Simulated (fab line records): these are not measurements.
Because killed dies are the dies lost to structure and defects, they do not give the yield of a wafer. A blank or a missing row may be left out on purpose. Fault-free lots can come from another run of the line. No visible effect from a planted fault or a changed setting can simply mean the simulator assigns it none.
The tool behind it: which one? -- flow n5 finfet -- 10 lots with 28 wafers sampled at 5 steps, on a route of 1938 steps

## WHAT EACH GAUGE READ, for each wafer
N5_BEOL_M1_OVL_MEAS_12.
lot,measured,on,M1_OVL (nm)
L263,day 6 03:31,overlay-01,0.3 0.7 0.5
L268,day 7 08:46,overlay-02,0.6 -0.2 0.4
L269,day 7 16:23,overlay-01,-0.7 0.0 0.4
L275,day 9 10:46,overlay-01,0.6 0.4
L276,day 9 18:28,overlay-01,0.2 -0.3 0.3
L278,day 10 02:06,overlay-01,0.3 -0.4
L281,day 10 11:12,overlay-02,0.3 1.0 -0.1
L282,day 11 03:31,overlay-01,0.7 -0.1 0.4
L285,day 11 21:55,overlay-01,-0.1 -0.5 -0.6
L286,day 12 01:24,overlay-02,0.5 0.1 -0.3

N5_BEOL_M4_RC_MEAS_101.
lot,measured,on,DIBL_N (mV/V),DIBL_P (mV/V),IOFF_N (nA/um),IOFF_P (nA/um),ION_N (uA/um),ION_P (uA/um),SS_N (mV/dec),SS_P (mV/dec),VT_N (mV),VT_P (mV)
L263,day 8 02:14,prober-02,34.6 38.2 37.1,35.1 38.6 37.4,0.131 0.191 0.174,0.195 0.252 0.229,667 680 672,460 464 459,71.7 72.2 71.7,73.3 74.6 74.0,250.4 245.9 247.3,-252.1 -250.6 -249.8
L268,day 8 23:53,prober-01,32.8 35.5 35.6,34.9 37.1 37.1,0.126 0.165 0.161,0.168 0.200 0.208,663 671 668,453 456 459,71.3 71.5 72.1,73.3 73.6 73.6,254.2 250.1 251.3,-257.0 -254.1 -250.2
L269,day 9 10:04,prober-01,34.1 35.3 36.0,35.0 36.8 37.7,0.128 0.150 0.161,0.162 0.179 0.186,660 674 676,452 457 460,71.6 71.1 72.0,72.4 73.4 73.6,252.3 249.7 251.4,-254.1 -254.3 -253.0
L275,day 11 05:29,prober-02,36.2 37.1,34.6 35.2,0.138 0.146,0.180 0.188,671 672,461 462,70.9 71.4,72.2 72.7,249.2 251.4,-253.5 -252.9
L276,day 11 08:53,prober-02,36.8 36.6 38.6,35.0 35.1 36.8,0.145 0.154 0.183,0.215 0.227 0.245,666 675 684,462 469 464,71.4 71.7 71.6,72.6 73.5 74.0,251.2 250.8 248.2,-248.6 -249.7 -249.9
L278,day 12 10:20,prober-02,36.0 36.6,36.6 37.4,0.150 0.164,0.225 0.237,664 683,461 474,71.5 72.0,73.4 73.5,249.7 247.9,-246.4 -245.8
L281,day 12 15:20,prober-02,34.5 34.9 34.1,34.7 35.5 34.6,0.131 0.134 0.125,0.146 0.149 0.140,660 680 658,448 456 445,71.4 71.4 71.2,72.9 73.7 72.8,254.0 254.3 251.2,-258.7 -256.1 -257.9
L282,day 12 22:56,prober-01,36.6 36.3 35.4,37.5 37.9 36.6,0.168 0.170 0.149,0.213 0.217 0.199,682 676 668,461 460 461,72.3 72.0 72.8,73.8 74.1 73.7,248.7 248.1 250.8,-250.7 -251.7 -250.6
L285,day 13 18:04,prober-01,35.9 37.2 34.9,35.7 35.9 34.2,0.155 0.157 0.132,0.183 0.196 0.171,679 670 666,461 454 451,71.4 71.7 70.5,72.8 73.5 73.4,248.4 250.7 252.3,-253.1 -252.3 -254.2
L286,day 13 23:38,prober-02,35.6 34.9 33.5,34.0 34.2 32.8,0.141 0.131 0.113,0.186 0.198 0.168,649 668 654,448 462 454,71.7 71.1 71.0,72.6 73.4 72.6,255.4 250.9 256.9,-253.7 -251.9 -252.6

## EACH LOT AND THE TOOL THAT RAN IT (in order: tool; ch and the chambers of the sampled wafers; start)
lot,N5_BEOL_M0_SURFACE_TREAT_137,N5_BEOL_M0_ANNEAL_133,N5_BEOL_M1_ETCH_63
L263,"pvd sputter-02, day 6 00:02","pvd sputter-02, day 6 00:28","rie diel-04 ch 0,3, day 6 03:46"
L268,"pvd sputter-02, day 7 06:08","pvd sputter-03, day 7 06:31","rie diel-03 ch 0,2,3, day 7 09:01"
L269,"pvd sputter-01, day 7 11:32","pvd sputter-02, day 7 13:36","rie diel-01 ch 2,3, day 7 16:32"
L275,"pvd sputter-03, day 9 08:01","pvd sputter-03, day 9 08:25","rie diel-03 ch 1,3, day 9 10:57"
L276,"pvd sputter-01, day 9 12:43","pvd sputter-03, day 9 13:08","rie diel-03 ch 0,2,3, day 9 18:37"
L278,"pvd sputter-03, day 9 20:23","pvd sputter-03, day 9 20:47","rie diel-03 ch 0,1, day 10 03:26"
L281,"pvd sputter-03, day 10 08:07","pvd sputter-03, day 10 08:44","rie diel-01 ch 0,1, day 10 12:06"
L282,"pvd sputter-01, day 10 23:04","pvd sputter-01, day 10 23:31","rie diel-01 ch 0,1,2, day 11 03:39"
L285,"pvd sputter-02, day 11 19:07","pvd sputter-02, day 11 19:34","rie diel-01 ch 2,3, day 11 22:02"
L286,"pvd sputter-01, day 11 21:59","pvd sputter-01, day 11 22:35","rie diel-04 ch 0,1,3, day 12 01:32"
- N5_BEOL_M0_SURFACE_TREAT_137
- N5_BEOL_M0_ANNEAL_133: time 60 s.
- N5_BEOL_M1_ETCH_63: etches SiARC in CF4, target depth 15.6 nm, time 26 s.

## AS READ BY THE TOOLS THEMSELVES (means over the sampled wafers that have a number; for cases with no such wafer, the mark the record gives instead)
N5_BEOL_M0_ANNEAL_133.
lot,tool,heater power w (W)
L263,pvd sputter-02,855
L268,pvd sputter-03,813
L269,pvd sputter-02,862
L275,pvd sputter-03,806
L276,pvd sputter-03,778
L278,pvd sputter-03,788
L281,pvd sputter-03,781
L282,pvd sputter-01,746
L285,pvd sputter-02,792
L286,pvd sputter-01,773

N5_BEOL_M1_ETCH_63.
lot,tool,drypump motor current A (A),etch rf on time s (s),oes product au (a.u.),rf fwd power W (W),rf vpp V (V),showerhead plenum p Torr (Torr),throttle valve pct (%)
L263,rie diel-04,5.9,25.8,0.65,534.8,184.6,2.17,15.65
L268,rie diel-03,5.7,25.9,0.69,534.2,184.4,2.16,15.47
L269,rie diel-01,6.3,25.7,0.64,531.4,183.0,2.08,15.59
L275,rie diel-03,6.3,30.0,0.64,529.4,185.5,2.25,15.48
L276,rie diel-03,5.7,27.3,0.65,532.1,184.4,2.15,15.50
L278,rie diel-03,5.6,30.3,0.57,532.6,183.6,2.15,15.64
L281,rie diel-01,5.1,25.5,0.79,530.9,185.0,2.21,15.44
L282,rie diel-01,5.7,25.0,0.79,531.2,184.2,2.18,15.45
L285,rie diel-01,6.3,25.7,0.69,531.2,183.2,2.07,15.48
L286,rie diel-04,5.8,25.3,0.66,532.6,184.5,2.15,15.64

## THE ANSWER, worked out from the rows above alone
Rule: usual is defined by the lots themselves. Put in order of their means at a reading, lots are off if they are a third of the lots or fewer, leave a main group of 4 or more, and stand apart from it by a gap of 3 or more times the standard deviation of the main group's means; of several such gaps the widest counts. Not used: any main group whose means are identical at the precision the tables above print for the reading. A lot without any number at a reading at which 4 lots or more have one is off too. All remaining lots with rows at the step are treated as sound. After the gauges, taken in route order, come the tools' own readings; for these a lot's mean is taken, as printed above. At the first step where some lot is off, the reading lying furthest off is the one used; lots without a number count as furthest.
Off, at N5_BEOL_M1_ETCH_63 on etch rf on time s: L275, L276, L278. Main group: mean 25.6 s, sd 0.29.
If a tool, at that step or one of the process steps before it, ran each lot that is off and ran no sound lot following the first of them, it fits. One fits: N5_BEOL_M1_ETCH_63 on rie diel-03. A fault onset in the window from L268 (day 7 09:01, its last sound lot) to L275 (day 9 10:57, its first lot off) fits.
The tool's own readings at N5_BEOL_M1_ETCH_63 bear it out: on the lots that are off they differ by more than 5 times the standard deviation of the sound lots' means. etch rf on time s reads 29.2 s there against 25.6 s on the sound lots.

## WHAT WAS PUT IN BY THE SIMULATOR
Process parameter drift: rie diel-03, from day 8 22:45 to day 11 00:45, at N5_BEOL_M1_ETCH_63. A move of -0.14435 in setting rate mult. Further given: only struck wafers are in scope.
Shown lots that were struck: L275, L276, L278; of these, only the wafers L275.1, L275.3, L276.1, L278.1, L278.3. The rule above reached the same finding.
